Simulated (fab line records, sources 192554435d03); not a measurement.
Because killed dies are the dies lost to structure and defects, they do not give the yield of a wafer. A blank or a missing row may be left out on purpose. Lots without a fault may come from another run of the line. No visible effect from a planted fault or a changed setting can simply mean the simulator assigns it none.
Chamber matching / flow n5 finfet / pecvd-01 running N5_BEOL_M8_ILD_DEP_00: 3 sister chambers
The step deposits SiCOH lowk from DEMS/porogen, target thk 179.75 nm, time 33.4 s. 3 wafers are shown with their chamber, then 7 later ones without.

WAFERS PAIRED WITH THEIR CHAMBERS
wafer=L082.4; chamber=2; throttle valve pct (%)=13.4
wafer=L087.1; chamber=1; throttle valve pct (%)=14.5
wafer=L087.3; chamber=0; throttle valve pct (%)=15.2

WAFERS MISSING THEIR CHAMBER
wafer=L087.5; throttle valve pct (%)=13.5
wafer=L091.2; throttle valve pct (%)=14.8
wafer=L091.4; throttle valve pct (%)=14.7
wafer=L091.5; throttle valve pct (%)=13.8
wafer=L095.3; throttle valve pct (%)=13.6
wafer=L095.4; throttle valve pct (%)=14.7
wafer=L095.5; throttle valve pct (%)=13.7

CHAMBER TAKEN BY EACH
wafer=L087.5; from the rows above=2; in truth=2
wafer=L091.2; from the rows above=can't be placed: 1 or 0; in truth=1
wafer=L091.4; from the rows above=can't be placed: 1 or 0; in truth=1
wafer=L091.5; from the rows above=can't be placed: 2 or 1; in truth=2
wafer=L095.3; from the rows above=2; in truth=2
wafer=L095.4; from the rows above=can't be placed: 1 or 0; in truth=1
wafer=L095.5; from the rows above=can't be placed: 2 or 1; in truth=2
Placed correctly: 2 of 7. These rows do not allow placing 5 (true chamber among the candidates in 5). 0 placed wrongly.
How it was worked out, from the rows above alone: a wafer's distance from a chamber is the root of the sum, over the readings, of the square of ((its reading less the chamber's mean) divided by the reading's scatter). If the next closest chamber is less than 2 further off than the closest, the wafer can't be placed; otherwise it belongs to the closest. A chamber's mean is the mean of its shown wafers. The scatter: root of mean squared gap, hidden wafer to nearest shown wafer, with one shown wafer a chamber.
